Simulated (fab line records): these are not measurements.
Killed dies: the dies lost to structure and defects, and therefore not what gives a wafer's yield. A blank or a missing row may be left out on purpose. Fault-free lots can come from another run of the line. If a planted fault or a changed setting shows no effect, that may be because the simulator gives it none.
Comparing a struck lot with a sound one -- flow n5 finfet -- 16 out of 1938 route steps
Sound: wafers L874.1, L874.2, L874.4. The struck wafers were L888.4, L888.5, L888.6. At the end, the cause is stated.
At each step with rows: each side's tool, then ch and its chambers, then its first start. Under that, the readings that differ: sound wafers -- struck wafers -- difference of the means -- sigmas: that difference in standard deviations of wafers without a fault.
alike: readings whose means differ by less than 2 such deviations, and words and numbers that are the same on both sides. not compared: withheld readings, readings that some wafer has no value for, bounds like >300 that may hide the same value, and numbers for which the record gives no deviation and whose values overlap.
The two part at a step that has a row with sigmas, a row that says differs or no value, or rows on one side only. Non-overlapping numbers with no deviation appear without sigmas and do not part them. A reading that every wafer of one side lacks parts them only if that side has two wafers or more.

N5_MOL_CONTACT_COAG_DESCUM_88: chemistry O2, time 7 s.
  sound on rie diel-06 ch 1,2,3, day 5 15:52; struck on rie diel-06 ch 0,3, day 9 02:44
  alike: drypump motor current A, oes product au, rf vpp V, showerhead plenum p Torr, throttle valve pct
  not compared: rf hours counter h
N5_MOL_CONTACT_COAG_ETCH_89: etches underlayer in N2/H2, target depth 13 nm, time 10.4 s.
  sound on rie diel-06 ch 1,2,3, day 5 15:54; struck on rie diel-06 ch 0,3, day 9 02:47
  alike: drypump motor current A, etch rf on time s, oes product au, rf fwd power W, rf vpp V, showerhead plenum p Torr, throttle valve pct
  not compared: rf hours counter h
then, 1 step without rows for these wafers: N5_MOL_CONTACT_COAG_ETCH_90 (etches SiARC in CF4, target depth 13 nm, time 21.7 s).
N5_MOL_CONTACT_COAG_ALD_131: deposits SiO2, target thk 5 nm, pulse time 1 s, co reactant pulse time 1 s.
  sound on ald sin-01 ch 0,1,3, day 5 16:00; struck on ald sin-02 ch 1,2, day 9 03:08
  alike: heater power w, precursor pulse height rel
then, 6 steps without rows for these wafers: N5_MOL_CONTACT_COAG_ETCHBACK_132 (etches SiO2 in CHF3, target depth 10 nm, time 6.7 s); N5_MOL_CONTACT_COAG_ETCH_91 (etches SOC in N2/H2, target depth 60 nm, overetch 21 nm, time 101.2 s); N5_MOL_CONTACT_COAG_STRIP_92 (strips in N2/H2); N5_MOL_CONTACT_COAG_STRIP_93 (strips in N2/H2); N5_MOL_CONTACT_COAG_ETCHBACK_135 (etches SiO2 in CHF3, target depth 25 nm, time 16.7 s); N5_MOL_CONTACT_COAG_STRIP_118 (strips in CHF3).
N5_MOL_CONTACT_COAG_VIA_ETCH_46: etches SiO2 in C4F6/O2, target depth 46 nm, overetch 9.2 nm, time 40 s.
  sound on rie diel-05 ch 0,3, day 5 16:22; struck on rie diel-06 ch 1,2,3, day 9 03:39
  alike: drypump motor current A, mfc ar sccm, oes_f_703_au, oes_o_777_au, oes product au, rf fwd power W, rf vpp V, showerhead plenum p Torr, throttle valve pct
  not compared: rf hours counter h
then, 1 step without rows for these wafers: N5_MOL_CONTACT_COAG_STRIP_96 (strips in N2/H2).
N5_MOL_CONTACT_COAG_ETCH_47: etches SiNx in CH3F/O2, stops on W, target depth 27 nm.
  sound on rie diel-05 ch 0,3, day 5 16:29; struck on rie diel-06 ch 1,2,3, day 9 03:46
reading,sound,struck,difference,sigmas
etch rf on time s (s),32.2 32.8 32.3,29.0 28.9 28.3,-3.7,-6
oes_f_703_au (a.u.),0.75 0.69 0.69,1.24 1.06 1.05,+0.41,+6
oes_o_777_au (a.u.),0.76 0.71 0.70,1.17 1.00 0.96,+0.32,+5
oes product au (a.u.),0.66 0.60 0.62,0.90 0.77 0.72,+0.17,+2
rf fwd power W (W),385.3 387.1 387.5,479.8 479.4 484.3,+94.5,+56
rf vpp V (V),290 303 303,265 272 262,-32,-6
model.etch.t clear s (s),26.81 27.34 26.94,24.21 24.04 23.57,-3.09,
model.etch.over etch s (s),5.362 5.467 5.389,4.841 4.808 4.713,-0.619,
  alike: drypump motor current A, mfc ar sccm, showerhead plenum p Torr, throttle valve pct
  not compared: rf hours counter h
N5_MOL_CONTACT_COAG_STRIP_119: strips in N2/H2, time 30 s.
  sound on plasma asher-01 ch 0,1, day 5 16:34; struck on plasma asher-01 ch 0,1, day 9 03:52
  alike: drypump motor current A, heater power w
  not compared: rf hours counter h
-- the record jumps here: 3 days lie between the struck wafers' starts before and after (it left off in module MOL_CONTACT_COAG and takes up again in module BEOL_M4, whose first step shown is number 1111 of the route) --
N5_BEOL_M4_RC_MEAS_101:
  sound on prober-01 ch 0, day 8 18:14; struck on prober-02 ch 0, day 11 23:10
  alike: DIBL_N, DIBL_P, IOFF_N, IOFF_P, ION_N, ION_P, SS_N, SS_P, VT_N, VT_P
next, for these wafers, 1 step has no rows: N5_PASSIVATION_PROBE_49.

## WHERE THEY PART
N5_MOL_CONTACT_COAG_ETCH_47 only, going by this record. Later steps at which nothing parts them and some readings are alike: N5_MOL_CONTACT_COAG_STRIP_119, N5_BEOL_M4_RC_MEAS_101.

WHY: the cause the simulator had injected
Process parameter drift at N5_MOL_CONTACT_COAG_ETCH_47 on rie diel-06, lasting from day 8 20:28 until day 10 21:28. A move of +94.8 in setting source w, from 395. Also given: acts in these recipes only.
